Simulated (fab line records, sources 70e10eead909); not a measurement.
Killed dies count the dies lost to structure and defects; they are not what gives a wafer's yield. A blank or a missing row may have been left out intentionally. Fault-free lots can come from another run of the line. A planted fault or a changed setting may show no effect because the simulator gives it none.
One fault seen from 2 desks :: flow nand harc :: each desk has only its own numbers; what lay behind them comes last

FROM THE METROLOGY DESK
Lot by lot, what the gauges showed, no matter which tool ran the lot: averages of those sampled wafers that carry a number. If a lot's mean is further than 4 standard deviations from the usual mean, the lot is out of limits and carries the mark OUT (the distance appears in the brackets).
Columns: A = trench depth nm at NHARC_P_STI_OCD_MEAS_43, usual 300 nm; B = trench foot cd nm at NHARC_P_STI_OCD_MEAS_43, usual 158.3 nm
lot: L293
first seen here: day 2 22:05
A: 300
B: 161.2

lot: L295
first seen here: day 3 13:14
A: 304
B: 157.1

lot: L296
first seen here: day 3 18:35
A: 302
B: 157.6

lot: L299
first seen here: day 4 12:47
A: 304
B: 158.1

lot: L304
first seen here: day 5 18:29
A: 297
B: 158.6

lot: L308
first seen here: day 6 18:10
A: 296
B: 158.8

lot: L309
first seen here: day 7 02:02
A: 300
B: 157.6

lot: L310
first seen here: day 7 08:20
A: 299
B: 159.2

lot: L311
first seen here: day 7 13:50
A: 303
B: 155.9

lot: L312
first seen here: day 7 20:14
A: 299
B: 160.5

lot: L313
first seen here: day 8 02:31
A: 302
B: 155.7

lot: L314
first seen here: day 8 08:40
A: 296
B: 156.3
This desk's verdict: no lot among the 12 shows anything out of limits.

AT THE TOOL OWNER'S DESK: rie diel-12
The tool's own readings at NHARC_P_STI_ETCH_42 (etches the open film in N2/H2, target depth 80 nm, overetch 24 nm, time 61 s): means of the sampled wafers that have a number, for each lot that ran on this tool. If a lot's mean is further than 4 standard deviations from the usual mean, the lot is out of limits and carries the mark OUT (the distance appears in the brackets).
Columns: A = drypump motor current A at NHARC_P_STI_ETCH_42, usual 5.53 A; B = mfc ar sccm at NHARC_P_STI_ETCH_42, usual 0.010 sccm; C = oes product au at NHARC_P_STI_ETCH_42, usual 0.999 a.u.; D = rf vpp V at NHARC_P_STI_ETCH_42, usual 431.4 V; E = run length s at NHARC_P_STI_ETCH_42, usual 82.2 s; F = showerhead plenum p Torr at NHARC_P_STI_ETCH_42, usual 2.07 Torr; G = throttle valve pct at NHARC_P_STI_ETCH_42, usual 14.171 %
lot: L293
first seen here: day 2 21:08
A: 5.29
B: 0.014
C: 1.005
D: 431.6
E: 82.0
F: 2.08
G: 14.161

lot: L295
first seen here: day 3 12:18
A: 5.08
B: 0.042
C: 1.007
D: 428.5
E: 75.0 (-18) OUT
F: 2.00
G: 14.178

lot: L296
first seen here: day 3 17:39
A: 5.23
B: 0.021
C: 1.005
D: 430.4
E: 67.2 (-38) OUT
F: 2.04
G: 14.178

lot: L299
first seen here: day 4 11:49
A: 5.52
B: 0.000
C: 0.996
D: 430.8
E: 74.8 (-19) OUT
F: 2.00
G: 14.169

lot: L308
first seen here: day 6 17:11
A: 5.37
B: 0.014
C: 1.002
D: 429.2
E: 82.4
F: 2.00
G: 14.176

lot: L314
first seen here: day 8 07:42
A: 5.38
B: 0.014
C: 1.004
D: 430.3
E: 82.3
F: 2.03
G: 14.170
Finding of this desk: L295, L296, L299 out of limits; the first was L295 at day 3 12:18, on run length s at NHARC_P_STI_ETCH_42. In limits: L293, L308, L314.

PUT TOGETHER
At day 3 12:18, on L295, L296, L299, the tool owner's desk was in a position to raise an alarm.
The metrology desk saw nothing out of limits.
The metrology desk has L295, L296, L299 on record, within its limits.
Every lot named ran NHARC_P_STI_ETCH_42 on rie diel-12.

WHAT THE SIMULATOR PUT IN
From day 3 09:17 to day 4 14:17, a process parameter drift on rie diel-12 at NHARC_P_STI_ETCH_42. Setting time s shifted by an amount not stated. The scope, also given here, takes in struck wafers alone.
Lots struck among those shown: L295, L296, L299.
Delay in hours, fault start to first out-of-limits reading, by desk: the tool owner's desk at 3.
